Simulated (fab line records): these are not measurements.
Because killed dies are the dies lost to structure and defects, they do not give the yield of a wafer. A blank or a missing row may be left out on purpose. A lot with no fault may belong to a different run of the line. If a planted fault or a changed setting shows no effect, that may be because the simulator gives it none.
What tool caused it? | flow nandHarc | 39 wafers from 14 lots sampled at 5 of the route's 1159 steps

== WHAT THE GAUGES READ, wafer by wafer ==
NHARC_A_M1_INSPECT_27.
lot  | measured     | on               | rawDefectCount
L218 | day 18 06:56 | defectInspect-01 | 483 440 374
L217 | day 18 07:02 | defectInspect-02 | 291 401 374
L216 | day 18 10:32 | defectInspect-01 | 508 444 519
L220 | day 19 15:43 | defectInspect-01 | 354
L223 | day 19 18:07 | defectInspect-02 | 533 485 702
L227 | day 20 22:07 | defectInspect-02 | 458 461
L232 | day 22 10:25 | defectInspect-01 | 367 513 431
L234 | day 22 18:31 | defectInspect-01 | 485 418 385
L236 | day 22 17:07 | defectInspect-01 | 773 499 448
L237 | day 22 21:48 | defectInspect-02 | 700 708 581
L235 | day 22 16:12 | defectInspect-01 | 499 337 447
L238 | day 23 14:28 | defectInspect-01 | 974 477 602
L239 | day 23 20:12 | defectInspect-01 | 531 436 527

NHARC_A_BONDPAD_INSPECT_23.
lot  | measured     | on               | rawDefectCount
L218 | day 18 12:06 | defectInspect-02 | 428 589 619
L217 | day 18 12:26 | defectInspect-01 | 713 657 349
L216 | day 18 15:19 | defectInspect-01 | 552 544 553
L220 | day 19 20:17 | defectInspect-01 | 413
L223 | day 19 23:11 | defectInspect-02 | 527 383 598
L227 | day 21 03:29 | defectInspect-02 | 402 446
L232 | day 22 15:14 | defectInspect-02 | 278 408 385
L234 | day 22 23:17 | defectInspect-02 | 415 360 515
L236 | day 22 22:02 | defectInspect-02 | 471 655 481
L237 | day 23 02:30 | defectInspect-02 | 551 290 277
L235 | day 22 21:33 | defectInspect-02 | 500 451 675
L238 | day 23 19:04 | defectInspect-01 | 324 376 428
L239 | day 24 01:02 | defectInspect-02 | 317 594 461

NHARC_END_SORT_01.
lot  | measured     | on        | killedAtArray | killedAtOther | killedAtPeriphery | killedDies | killedOpen | killedShort
L220 | day 21 09:56 | prober-01 | 24 669        | 0 0           | 4 5               | 28 674     | 1 2        | 1 1
L226 | day 22 11:19 | prober-01 | 671 675       | 1 1           | 1 1               | 673 677    | 4 2        | 1 0

== EACH LOT AND THE TOOL THAT RAN IT (in order: tool; ch and the chambers of the sampled wafers; start) ==
lot  | NHARC_A_SGD_CUT_DEP_00          | NHARC_A_BONDPAD_CMP_29
L218 | pecvd-04 ch 0,1, day 13 23:14   | cmp-01 ch 1,2, day 18 08:14
L217 | pecvd-04 ch 0,1,2, day 13 23:39 | cmp-04 ch 0,3, day 18 08:23
L216 | pecvd-01 ch 0,1,2, day 14 04:59 | cmp-01 ch 0,1,2, day 18 11:38
L220 | pecvd-01 ch 0,2, day 15 01:26   | cmp-04 ch 0, day 19 16:51
L223 | pecvd-02 ch 0,2, day 15 12:56   | cmp-04 ch 0,1,3, day 19 19:17
L226 | pecvd-01 ch 0,1, day 16 02:48   | -
L227 | pecvd-01 ch 0,2, day 16 23:01   | cmp-01 ch 1,3, day 20 23:53
L232 | pecvd-04 ch 0,2, day 17 20:04   | cmp-01 ch 0,1,3, day 22 11:35
L234 | pecvd-04 ch 0,1,2, day 18 12:44 | cmp-04 ch 0,2,3, day 22 19:40
L236 | pecvd-02 ch 0,2, day 18 12:50   | cmp-04 ch 0,1,2, day 22 18:19
L237 | pecvd-04 ch 0,2, day 18 13:05   | cmp-03 ch 0,1,3, day 22 22:57
L235 | pecvd-02 ch 0,2, day 18 14:13   | cmp-01 ch 0,1, day 22 17:52
L238 | pecvd-04 ch 0,1, day 19 10:55   | cmp-01 ch 0,2,3, day 23 15:37
L239 | pecvd-01 ch 0,1,2, day 19 21:55 | cmp-01 ch 0,2,3, day 23 21:19
- NHARC_A_SGD_CUT_DEP_00: deposits SiNx, target thk 50 nm.
- NHARC_A_BONDPAD_CMP_29: polishes SiCN, target thk 200 nm.

== WHAT THE TOOLS THEMSELVES READ (means of the sampled wafers that have a number; where no wafer has one, the mark that the record gives instead) ==
NHARC_A_SGD_CUT_DEP_00.
lot  | tool     | heaterPowerW (W) | susceptorTempC (C)
L218 | pecvd-04 | 654              | 399.81
L217 | pecvd-04 | 692              | 400.14
L216 | pecvd-01 | 764              | 399.88
L220 | pecvd-01 | 791              | 399.89
L223 | pecvd-02 | 628              | 399.96
L226 | pecvd-01 | 734              | 399.88
L227 | pecvd-01 | 806              | 400.12
L232 | pecvd-04 | 747              | 399.87
L234 | pecvd-04 | 749              | 399.97
L236 | pecvd-02 | 706              | 399.87
L237 | pecvd-04 | 795              | 399.76
L235 | pecvd-02 | 698              | 399.93
L238 | pecvd-04 | 712              | 400.03
L239 | pecvd-01 | 751              | 400.00

NHARC_A_BONDPAD_CMP_29.
lot  | tool   | motorCurrentA (A)
L218 | cmp-01 | 12.6
L217 | cmp-04 | 11.3
L216 | cmp-01 | 12.3
L220 | cmp-04 | 11.3
L223 | cmp-04 | 11.8
L227 | cmp-01 | 13.4
L232 | cmp-01 | 12.0
L234 | cmp-04 | 11.9
L236 | cmp-04 | 11.3
L237 | cmp-03 | 12.4
L235 | cmp-01 | 12.8
L238 | cmp-01 | 11.7
L239 | cmp-01 | 11.5

== THE ANSWER, worked out from the rows above alone ==
Rule: usual is defined by the lots themselves. The widest of any qualifying gaps counts: lots, ordered by their means at a reading, are off when they make up no more than a third of the lots, leave a main group of 4 or more, and stand apart from it by 3 or more times the standard deviation of that group's means. A main group whose means are all the same, to the digits that the tables above print for the reading, isn't used. Also off: a lot with no number at a reading for which 4 or more lots have one. The other lots that the step has rows for count as sound. After the gauges, taken in route order, come the tools' own readings; for these a lot's mean is taken, as printed above. The first step at which some lot is off is used, and at that step the reading that is off furthest; a lot without a number counts as furthest.
Nothing can be told from this: no lot is off at any reading shown.

== WHAT THE SIMULATOR PUT IN ==
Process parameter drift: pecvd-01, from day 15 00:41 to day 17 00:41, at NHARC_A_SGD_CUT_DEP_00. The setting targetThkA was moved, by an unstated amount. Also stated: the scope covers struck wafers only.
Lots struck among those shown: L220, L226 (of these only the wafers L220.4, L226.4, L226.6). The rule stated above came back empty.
